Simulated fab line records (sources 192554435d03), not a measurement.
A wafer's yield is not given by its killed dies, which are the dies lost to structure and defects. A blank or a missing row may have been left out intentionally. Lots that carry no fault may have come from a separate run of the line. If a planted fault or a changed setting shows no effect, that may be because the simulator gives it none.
Matching of chambers | flow n5_finfet | 4 sister chambers for N5_BEOL_M8_ETCH_72 on rie_diel-02
The step etches underlayer in N2/H2, target depth 6.5 nm, time 5.2 s. 4 wafers are shown with their chamber, then 9 later ones without.

== WAFERS PAIRED WITH THEIR CHAMBERS ==
wafer  | chamber | showerhead_plenum_p_Torr (Torr)
L083.3 | 3       | 2.64
L083.4 | 0       | 2.52
L087.4 | 1       | 2.47
L087.5 | 2       | 2.48

== WAFERS MISSING THEIR CHAMBER ==
wafer  | showerhead_plenum_p_Torr (Torr)
L089.2 | 2.52
L089.3 | 2.48
L089.5 | 2.48
L090.3 | 2.47
L090.4 | 2.63
L090.5 | 2.63
L092.1 | 2.47
L092.2 | 2.52
L092.3 | 2.63

== WHICH CHAMBER EACH WENT THROUGH ==
wafer  | from the rows above     | in truth
L089.2 | 0                       | 0
L089.3 | can't be placed: 2 or 1 | 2
L089.5 | can't be placed: 2 or 1 | 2
L090.3 | can't be placed: 1 or 2 | 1
L090.4 | 3                       | 3
L090.5 | 3                       | 3
L092.1 | can't be placed: 1 or 2 | 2
L092.2 | 0                       | 0
L092.3 | 3                       | 3
Correct placement for 5 of the 9. Unplaceable from these rows: 4, with the true chamber sitting among the candidates in 4. Number placed wrongly: 0.
How it was worked out, from the rows above alone: a wafer's distance from a chamber is the root of the sum, over the readings, of the square of ((its reading less the chamber's mean) divided by the reading's scatter). The wafer belongs to the nearest chamber; if the next one is less than 2 further off, it can't be placed. Each chamber's mean is taken over the wafers shown for it. The scatter: with one shown wafer a chamber, the root of the mean of the squares of how far each hidden wafer lies from its nearest shown one.
